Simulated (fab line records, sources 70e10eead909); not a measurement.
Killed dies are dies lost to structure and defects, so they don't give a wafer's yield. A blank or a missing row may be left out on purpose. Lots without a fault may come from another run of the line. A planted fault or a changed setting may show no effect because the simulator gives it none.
Problem report in the 8D (eight disciplines) form, filled by code | flow nand_harc | the parts of the form that need people (team, actions taken, sign-off) are left out

1. THE PROBLEM
VT_DECK1_MIDDLE_INNER at NHARC_END_WLT_00 reads a mean of 0.968 on 6 wafers of 2 lots; wafers without a fault read 0.886 with a standard deviation of 0.0065. That is +13 standard deviations from the usual mean.
First seen on wafer L746.1, day 32 14:34, on prober-01. The record holds 27 wafers of 9 lots with a number at this step. Rule for "out", or "out of limits": more than 4 standard deviations from the usual mean. The other wafers with a number count as sound.

2. WHAT IT IS AND WHAT IT IS NOT
question                    | is                                                                                                                                                                               | is not
which readings at this step | VT_DECK1_MIDDLE_INNER, VT_DECK1_BOTTOM, VT_DECK1_BOTTOM_INNER, VT_DECK1_MEDIAN_NEAR_BOTTOM, VT_DECK1_MEDIAN_NEAR_BOTTOM_INNER, VT_DECK1_MIDDLE, VT_DECK1_TOP, VT_DECK1_TOP_INNER | VT_DECK2_BOTTOM, VT_DECK2_BOTTOM_INNER, VT_DECK2_MEDIAN_NEAR_BOTTOM, VT_DECK2_MEDIAN_NEAR_BOTTOM_INNER, VT_DECK2_MIDDLE_INNER, VT_DECK2_TOP, VT_DECK2_TOP_INNER
which lots                  | L746, L749                                                                                                                                                                       | L726, L727, L729, L730, L732, L737, L739
which wafers of those lots  | all that have a number                                                                                                                                                           | -
read on which gauges        | prober-01, prober-02                                                                                                                                                             | -
when                        | from day 32 14:34                                                                                                                                                                | up to then (21 sound wafers)

3. SUSPECTS, AND WHAT RULES EACH OUT
Counting: a tool at a process step up to the reading stays a suspect if it ran every lot that is out and no sound lot after the first of them.
- the gauge at NHARC_END_WLT_00: ruled out. The wafers that are out were read on 2 gauges (prober-01, prober-02).
- har_etch-01 at NHARC_A_CHANNEL_HOLE_D1_ETCH_25 (etches the open film in C4F8/O2/Ar, time 1040.2 s, target depth 1500 nm): kept. It ran every lot that is out, first L746 (day 17 03:44), and no sound lot after that; its last sound lot up to then is L737 (day 13 08:36).
- rie_si-03 at NHARC_A_CHANNEL_FILL_D1_ETCHBACK_19 (etches the open film in HBr/Cl2, target depth 5 nm, time 1.7 s): kept. It ran every lot that is out, first L746 (day 18 06:47), and no sound lot after that; its last sound lot up to then is L739 (day 15 11:10).
- lpcvd_poly-04 at NHARC_A_CHANNEL_FILL_D1_CVD_05 (deposits poly-Si, target thk 5 nm): kept. It ran every lot that is out, first L746 (day 18 09:24), and no sound lot after that; its last sound lot up to then is L729 (day 11 06:34). Its own readings are out on those wafers: spike_tc_bottom_C, spike_tc_centre_C, spike_tc_lower_C, spike_tc_upper_C.
Left after counting: har_etch-01 at NHARC_A_CHANNEL_HOLE_D1_ETCH_25, rie_si-03 at NHARC_A_CHANNEL_FILL_D1_ETCHBACK_19, lpcvd_poly-04 at NHARC_A_CHANNEL_FILL_D1_CVD_05.

4. THE CAUSE (what the simulator had put in)
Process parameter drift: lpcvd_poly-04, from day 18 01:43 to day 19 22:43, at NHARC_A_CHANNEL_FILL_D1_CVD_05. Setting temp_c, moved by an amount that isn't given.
Counting left 3 suspects, and this tool is among them.

5. THE CHAIN OF EFFECTS, in route order
Each row: a reading whose mean over the struck wafers that have a number lies more than 3 standard deviations from the usual. Only readings for which the record gives a usual standard deviation are gone through. hours: the time from each lot's start at the first step in this table that gives one to its start at this step, as a median over the lots. sigmas: the change in usual standard deviations.
hours | step                           | reading                           | usual   | on struck wafers | change | sigmas
0     | NHARC_A_CHANNEL_FILL_D1_CVD_05 | spike_tc_bottom_C                 | 572.5 C | 587.0            | +14.5  | +9.6
0     | NHARC_A_CHANNEL_FILL_D1_CVD_05 | spike_tc_centre_C                 | 550.1 C | 563.5            | +13.4  | +13
0     | NHARC_A_CHANNEL_FILL_D1_CVD_05 | spike_tc_lower_C                  | 549.2 C | 562.4            | +13.2  | +13
0     | NHARC_A_CHANNEL_FILL_D1_CVD_05 | spike_tc_upper_C                  | 549.9 C | 563.3            | +13.4  | +10
350   | NHARC_END_WLT_00               | VT_DECK1_BOTTOM                   | 0.872   | 0.946            | +0.074 | +9.4
350   | NHARC_END_WLT_00               | VT_DECK1_BOTTOM_INNER             | 0.872   | 0.950            | +0.078 | +10
350   | NHARC_END_WLT_00               | VT_DECK1_MEDIAN_NEAR_BOTTOM       | 0.873   | 0.948            | +0.075 | +9.4
350   | NHARC_END_WLT_00               | VT_DECK1_MEDIAN_NEAR_BOTTOM_INNER | 0.873   | 0.950            | +0.077 | +11
350   | NHARC_END_WLT_00               | VT_DECK1_MIDDLE                   | 0.887   | 0.967            | +0.080 | +11
350   | NHARC_END_WLT_00               | VT_DECK1_MIDDLE_INNER             | 0.886   | 0.968            | +0.082 | +13
350   | NHARC_END_WLT_00               | VT_DECK1_TOP                      | 0.898   | 0.983            | +0.085 | +12
350   | NHARC_END_WLT_00               | VT_DECK1_TOP_INNER                | 0.898   | 0.983            | +0.085 | +12
The process steps in it:
- NHARC_A_CHANNEL_FILL_D1_CVD_05: deposits poly-Si, target thk 5 nm.

6. WHAT WOULD HAVE CAUGHT IT SOONER
In this record the first reading out of limits at a measuring or inspecting step was taken at day 32 14:34, 349 hours after the fault began at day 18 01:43.
The tool's own readings at NHARC_A_CHANNEL_FILL_D1_CVD_05 were out on every struck wafer that the step has a row for (spike_tc_bottom_C, spike_tc_centre_C, spike_tc_lower_C, spike_tc_upper_C): an alarm limit on them would have fired on the first of those.
All the lots that are out (2) had begun NHARC_A_CHANNEL_FILL_D1_CVD_05 on lpcvd_poly-04 by day 32 14:34. A hold on the tool at that time would have spared none of them.
